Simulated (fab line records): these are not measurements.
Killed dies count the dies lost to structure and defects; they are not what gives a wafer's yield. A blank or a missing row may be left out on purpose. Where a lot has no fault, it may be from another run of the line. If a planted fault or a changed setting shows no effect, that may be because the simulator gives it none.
Which of the tools did it? / flow n5-finfet / 24 lots with 72 wafers sampled at 4 steps, on a route of 1938 steps

WHAT EACH GAUGE READ, for each wafer
N5_BEOL_M2_THK_MEAS_01. Usual: M2_ILD_THK 78.8 nm, standard deviation 1.
lot=L075; measured=day 7 06:16; on=film-metro-02; M2_ILD_THK (nm)=79.1 79.0 80.6; flag=
lot=L074; measured=day 7 08:12; on=film-metro-01; M2_ILD_THK (nm)=77.9 78.1 79.9; flag=
lot=L076; measured=day 7 09:14; on=film-metro-01; M2_ILD_THK (nm)=78.9 78.8 79.5; flag=
lot=L077; measured=day 7 09:20; on=film-metro-01; M2_ILD_THK (nm)=78.2 79.2 80.0; flag=
lot=L078; measured=day 7 13:13; on=film-metro-02; M2_ILD_THK (nm)=78.5 79.7 79.9; flag=
lot=L079; measured=day 8 01:10; on=film-metro-01; M2_ILD_THK (nm)=79.0 80.2 80.1; flag=
lot=L080; measured=day 8 01:49; on=film-metro-01; M2_ILD_THK (nm)=77.1 77.8 79.5; flag=
lot=L081; measured=day 8 04:25; on=film-metro-01; M2_ILD_THK (nm)=78.4 77.2 77.9; flag=
lot=L082; measured=day 8 07:57; on=film-metro-02; M2_ILD_THK (nm)=78.7 78.5 79.7; flag=
lot=L083; measured=day 8 17:59; on=film-metro-02; M2_ILD_THK (nm)=77.4 77.7 79.2; flag=
lot=L084; measured=day 9 01:20; on=film-metro-02; M2_ILD_THK (nm)=77.1 79.0 77.8; flag=
lot=L085; measured=day 9 09:32; on=film-metro-01; M2_ILD_THK (nm)=78.5 80.7 79.7; flag=
lot=L086; measured=day 9 18:35; on=film-metro-02; M2_ILD_THK (nm)=78.8 77.6 79.5; flag=
lot=L088; measured=day 10 14:47; on=film-metro-02; M2_ILD_THK (nm)=79.1 79.1 78.3; flag=
lot=L087; measured=day 10 23:44; on=film-metro-02; M2_ILD_THK (nm)=77.3 80.4 80.0; flag=
lot=L089; measured=day 11 04:18; on=film-metro-01; M2_ILD_THK (nm)=77.1 77.1 80.0; flag=
lot=L090; measured=day 11 04:25; on=film-metro-01; M2_ILD_THK (nm)=79.3 79.2 76.7; flag=
lot=L091; measured=day 11 06:44; on=film-metro-01; M2_ILD_THK (nm)=79.1 78.7 79.8; flag=
lot=L093; measured=day 11 14:31; on=film-metro-02; M2_ILD_THK (nm)=77.5 78.5 79.4; flag=
lot=L095; measured=day 11 14:40; on=film-metro-01; M2_ILD_THK (nm)=78.0 77.5 79.3; flag=
lot=L092; measured=day 11 16:31; on=film-metro-01; M2_ILD_THK (nm)=80.0 79.8 78.8; flag=
lot=L094; measured=day 12 03:13; on=film-metro-01; M2_ILD_THK (nm)=78.9 78.3 77.6; flag=
lot=L096; measured=day 12 08:37; on=film-metro-02; M2_ILD_THK (nm)=78.6 79.2 80.5; flag=
lot=L097; measured=day 12 15:22; on=film-metro-02; M2_ILD_THK (nm)=79.9 81.4 79.9; flag=

WHAT TOOL EACH LOT RAN ON (gives the tool, then ch and the chambers of the sampled wafers, and finally the start)
lot=L075; N5_BEOL_M1_ANNEAL_49=pvd-sputter-03, day 7 03:25; N5_BEOL_M1_ANNEAL_89=pvd-sputter-03, day 7 04:17; N5_BEOL_M1_ANNEAL_95=pvd-sputter-03, day 7 04:57
lot=L074; N5_BEOL_M1_ANNEAL_49=pvd-sputter-01, day 7 05:20; N5_BEOL_M1_ANNEAL_89=pvd-sputter-01, day 7 06:13; N5_BEOL_M1_ANNEAL_95=pvd-sputter-01, day 7 06:53
lot=L076; N5_BEOL_M1_ANNEAL_49=pvd-sputter-03, day 7 06:23; N5_BEOL_M1_ANNEAL_89=pvd-sputter-03, day 7 07:16; N5_BEOL_M1_ANNEAL_95=pvd-sputter-03, day 7 07:55
lot=L077; N5_BEOL_M1_ANNEAL_49=pvd-sputter-02, day 7 06:28; N5_BEOL_M1_ANNEAL_89=pvd-sputter-02, day 7 07:20; N5_BEOL_M1_ANNEAL_95=pvd-sputter-02, day 7 08:00
lot=L078; N5_BEOL_M1_ANNEAL_49=pvd-sputter-02, day 7 09:56; N5_BEOL_M1_ANNEAL_89=pvd-sputter-02, day 7 10:49; N5_BEOL_M1_ANNEAL_95=pvd-sputter-02, day 7 11:29
lot=L079; N5_BEOL_M1_ANNEAL_49=pvd-sputter-03, day 7 22:19; N5_BEOL_M1_ANNEAL_89=pvd-sputter-03, day 7 23:11; N5_BEOL_M1_ANNEAL_95=pvd-sputter-03, day 7 23:51
lot=L080; N5_BEOL_M1_ANNEAL_49=pvd-sputter-01, day 7 22:56; N5_BEOL_M1_ANNEAL_89=pvd-sputter-01, day 7 23:49; N5_BEOL_M1_ANNEAL_95=pvd-sputter-01, day 8 00:29
lot=L081; N5_BEOL_M1_ANNEAL_49=pvd-sputter-02, day 8 01:34; N5_BEOL_M1_ANNEAL_89=pvd-sputter-02, day 8 02:27; N5_BEOL_M1_ANNEAL_95=pvd-sputter-02, day 8 03:07
lot=L082; N5_BEOL_M1_ANNEAL_49=pvd-sputter-03, day 8 05:05; N5_BEOL_M1_ANNEAL_89=pvd-sputter-03, day 8 05:58; N5_BEOL_M1_ANNEAL_95=pvd-sputter-03, day 8 06:38
lot=L083; N5_BEOL_M1_ANNEAL_49=pvd-sputter-02, day 8 14:45; N5_BEOL_M1_ANNEAL_89=pvd-sputter-02, day 8 15:38; N5_BEOL_M1_ANNEAL_95=pvd-sputter-02, day 8 16:17
lot=L084; N5_BEOL_M1_ANNEAL_49=pvd-sputter-01, day 8 22:21; N5_BEOL_M1_ANNEAL_89=pvd-sputter-01, day 8 23:14; N5_BEOL_M1_ANNEAL_95=pvd-sputter-01, day 8 23:53
lot=L085; N5_BEOL_M1_ANNEAL_49=pvd-sputter-01, day 9 06:38; N5_BEOL_M1_ANNEAL_89=pvd-sputter-01, day 9 07:31; N5_BEOL_M1_ANNEAL_95=pvd-sputter-01, day 9 08:11
lot=L086; N5_BEOL_M1_ANNEAL_49=pvd-sputter-01, day 9 15:43; N5_BEOL_M1_ANNEAL_89=pvd-sputter-01, day 9 16:35; N5_BEOL_M1_ANNEAL_95=pvd-sputter-01, day 9 17:15
lot=L088; N5_BEOL_M1_ANNEAL_49=pvd-sputter-01, day 10 11:46; N5_BEOL_M1_ANNEAL_89=pvd-sputter-01, day 10 12:38; N5_BEOL_M1_ANNEAL_95=pvd-sputter-01, day 10 13:18
lot=L087; N5_BEOL_M1_ANNEAL_49=pvd-sputter-03, day 10 20:53; N5_BEOL_M1_ANNEAL_89=pvd-sputter-03, day 10 21:46; N5_BEOL_M1_ANNEAL_95=pvd-sputter-03, day 10 22:25
lot=L089; N5_BEOL_M1_ANNEAL_49=pvd-sputter-03, day 11 01:26; N5_BEOL_M1_ANNEAL_89=pvd-sputter-03, day 11 02:19; N5_BEOL_M1_ANNEAL_95=pvd-sputter-03, day 11 02:59
lot=L090; N5_BEOL_M1_ANNEAL_49=pvd-sputter-01, day 11 01:32; N5_BEOL_M1_ANNEAL_89=pvd-sputter-01, day 11 02:25; N5_BEOL_M1_ANNEAL_95=pvd-sputter-01, day 11 03:05
lot=L091; N5_BEOL_M1_ANNEAL_49=pvd-sputter-01, day 11 03:52; N5_BEOL_M1_ANNEAL_89=pvd-sputter-01, day 11 04:45; N5_BEOL_M1_ANNEAL_95=pvd-sputter-01, day 11 05:25
lot=L093; N5_BEOL_M1_ANNEAL_49=pvd-sputter-01, day 11 11:32; N5_BEOL_M1_ANNEAL_89=pvd-sputter-01, day 11 12:25; N5_BEOL_M1_ANNEAL_95=pvd-sputter-01, day 11 13:04
lot=L095; N5_BEOL_M1_ANNEAL_49=pvd-sputter-02, day 11 11:48; N5_BEOL_M1_ANNEAL_89=pvd-sputter-02, day 11 12:41; N5_BEOL_M1_ANNEAL_95=pvd-sputter-02, day 11 13:20
lot=L092; N5_BEOL_M1_ANNEAL_49=pvd-sputter-02, day 11 13:38; N5_BEOL_M1_ANNEAL_89=pvd-sputter-02, day 11 14:31; N5_BEOL_M1_ANNEAL_95=pvd-sputter-02, day 11 15:11
lot=L094; N5_BEOL_M1_ANNEAL_49=pvd-sputter-03, day 12 00:22; N5_BEOL_M1_ANNEAL_89=pvd-sputter-03, day 12 01:15; N5_BEOL_M1_ANNEAL_95=pvd-sputter-03, day 12 01:55
lot=L096; N5_BEOL_M1_ANNEAL_49=pvd-sputter-01, day 12 05:04; N5_BEOL_M1_ANNEAL_89=pvd-sputter-01, day 12 05:56; N5_BEOL_M1_ANNEAL_95=pvd-sputter-01, day 12 06:36
lot=L097; N5_BEOL_M1_ANNEAL_49=pvd-sputter-02, day 12 12:29; N5_BEOL_M1_ANNEAL_89=pvd-sputter-02, day 12 13:22; N5_BEOL_M1_ANNEAL_95=pvd-sputter-02, day 12 14:02
- N5_BEOL_M1_ANNEAL_49: time 240 s.
- N5_BEOL_M1_ANNEAL_89: time 240 s.
- N5_BEOL_M1_ANNEAL_95: time 240 s.

WHAT THE TOOLS THEMSELVES READ (means of the sampled wafers that have a number; where no wafer has one, the mark that the record gives instead)
N5_BEOL_M1_ANNEAL_49. Usual: heater-power-w reads 814 W (standard deviation 69).
lot=L075; tool=pvd-sputter-03; heater-power-w (W)=831; flag=
lot=L074; tool=pvd-sputter-01; heater-power-w (W)=765; flag=
lot=L076; tool=pvd-sputter-03; heater-power-w (W)=851; flag=
lot=L077; tool=pvd-sputter-02; heater-power-w (W)=870; flag=
lot=L078; tool=pvd-sputter-02; heater-power-w (W)=842; flag=
lot=L079; tool=pvd-sputter-03; heater-power-w (W)=793; flag=
lot=L080; tool=pvd-sputter-01; heater-power-w (W)=792; flag=
lot=L081; tool=pvd-sputter-02; heater-power-w (W)=824; flag=
lot=L082; tool=pvd-sputter-03; heater-power-w (W)=846; flag=
lot=L083; tool=pvd-sputter-02; heater-power-w (W)=875; flag=
lot=L084; tool=pvd-sputter-01; heater-power-w (W)=779; flag=
lot=L085; tool=pvd-sputter-01; heater-power-w (W)=791; flag=
lot=L086; tool=pvd-sputter-01; heater-power-w (W)=763; flag=
lot=L088; tool=pvd-sputter-01; heater-power-w (W)=804; flag=
lot=L087; tool=pvd-sputter-03; heater-power-w (W)=833; flag=
lot=L089; tool=pvd-sputter-03; heater-power-w (W)=788; flag=
lot=L090; tool=pvd-sputter-01; heater-power-w (W)=742; flag=
lot=L091; tool=pvd-sputter-01; heater-power-w (W)=808; flag=
lot=L093; tool=pvd-sputter-01; heater-power-w (W)=784; flag=
lot=L095; tool=pvd-sputter-02; heater-power-w (W)=904; flag=
lot=L092; tool=pvd-sputter-02; heater-power-w (W)=832; flag=
lot=L094; tool=pvd-sputter-03; heater-power-w (W)=851; flag=
lot=L096; tool=pvd-sputter-01; heater-power-w (W)=780; flag=
lot=L097; tool=pvd-sputter-02; heater-power-w (W)=836; flag=

N5_BEOL_M1_ANNEAL_89. Usual: heater-power-w reads 813 W (standard deviation 71).
lot=L075; tool=pvd-sputter-03; heater-power-w (W)=825; flag=
lot=L074; tool=pvd-sputter-01; heater-power-w (W)=742; flag=
lot=L076; tool=pvd-sputter-03; heater-power-w (W)=847; flag=
lot=L077; tool=pvd-sputter-02; heater-power-w (W)=857; flag=
lot=L078; tool=pvd-sputter-02; heater-power-w (W)=836; flag=
lot=L079; tool=pvd-sputter-03; heater-power-w (W)=798; flag=
lot=L080; tool=pvd-sputter-01; heater-power-w (W)=784; flag=
lot=L081; tool=pvd-sputter-02; heater-power-w (W)=833; flag=
lot=L082; tool=pvd-sputter-03; heater-power-w (W)=847; flag=
lot=L083; tool=pvd-sputter-02; heater-power-w (W)=884; flag=
lot=L084; tool=pvd-sputter-01; heater-power-w (W)=772; flag=
lot=L085; tool=pvd-sputter-01; heater-power-w (W)=787; flag=
lot=L086; tool=pvd-sputter-01; heater-power-w (W)=759; flag=
lot=L088; tool=pvd-sputter-01; heater-power-w (W)=793; flag=
lot=L087; tool=pvd-sputter-03; heater-power-w (W)=830; flag=
lot=L089; tool=pvd-sputter-03; heater-power-w (W)=798; flag=
lot=L090; tool=pvd-sputter-01; heater-power-w (W)=739; flag=
lot=L091; tool=pvd-sputter-01; heater-power-w (W)=819; flag=
lot=L093; tool=pvd-sputter-01; heater-power-w (W)=798; flag=
lot=L095; tool=pvd-sputter-02; heater-power-w (W)=914; flag=
lot=L092; tool=pvd-sputter-02; heater-power-w (W)=844; flag=
lot=L094; tool=pvd-sputter-03; heater-power-w (W)=849; flag=
lot=L096; tool=pvd-sputter-01; heater-power-w (W)=771; flag=
lot=L097; tool=pvd-sputter-02; heater-power-w (W)=839; flag=

N5_BEOL_M1_ANNEAL_95. Usual: heater-power-w reads 813 W (standard deviation 71).
lot=L075; tool=pvd-sputter-03; heater-power-w (W)=829; flag=
lot=L074; tool=pvd-sputter-01; heater-power-w (W)=748; flag=
lot=L076; tool=pvd-sputter-03; heater-power-w (W)=835; flag=
lot=L077; tool=pvd-sputter-02; heater-power-w (W)=871; flag=
lot=L078; tool=pvd-sputter-02; heater-power-w (W)=832; flag=
lot=L079; tool=pvd-sputter-03; heater-power-w (W)=788; flag=
lot=L080; tool=pvd-sputter-01; heater-power-w (W)=783; flag=
lot=L081; tool=pvd-sputter-02; heater-power-w (W)=829; flag=
lot=L082; tool=pvd-sputter-03; heater-power-w (W)=851; flag=
lot=L083; tool=pvd-sputter-02; heater-power-w (W)=882; flag=
lot=L084; tool=pvd-sputter-01; heater-power-w (W)=775; flag=
lot=L085; tool=pvd-sputter-01; heater-power-w (W)=804; flag=
lot=L086; tool=pvd-sputter-01; heater-power-w (W)=769; flag=
lot=L088; tool=pvd-sputter-01; heater-power-w (W)=805; flag=
lot=L087; tool=pvd-sputter-03; heater-power-w (W)=822; flag=
lot=L089; tool=pvd-sputter-03; heater-power-w (W)=812; flag=
lot=L090; tool=pvd-sputter-01; heater-power-w (W)=736; flag=
lot=L091; tool=pvd-sputter-01; heater-power-w (W)=819; flag=
lot=L093; tool=pvd-sputter-01; heater-power-w (W)=785; flag=
lot=L095; tool=pvd-sputter-02; heater-power-w (W)=910; flag=
lot=L092; tool=pvd-sputter-02; heater-power-w (W)=847; flag=
lot=L094; tool=pvd-sputter-03; heater-power-w (W)=844; flag=
lot=L096; tool=pvd-sputter-01; heater-power-w (W)=780; flag=
lot=L097; tool=pvd-sputter-02; heater-power-w (W)=837; flag=

THE ANSWER, worked out from the rows above alone
Rule: a lot is off if the mean of its wafers that have a number lies more than 3 standard deviations from the usual mean. Also off: a lot with no number at a reading for which 4 or more lots have one. The other lots that the step has rows for count as sound. The gauges are gone through in route order, then the tools' own readings, and for those a lot's mean is taken as printed above. At the first step where some lot is off, the reading lying furthest off is the one used; lots without a number count as furthest.
Across all readings shown, no lot is off: no conclusion can be drawn from this.

WHAT WAS PUT IN BY THE SIMULATOR
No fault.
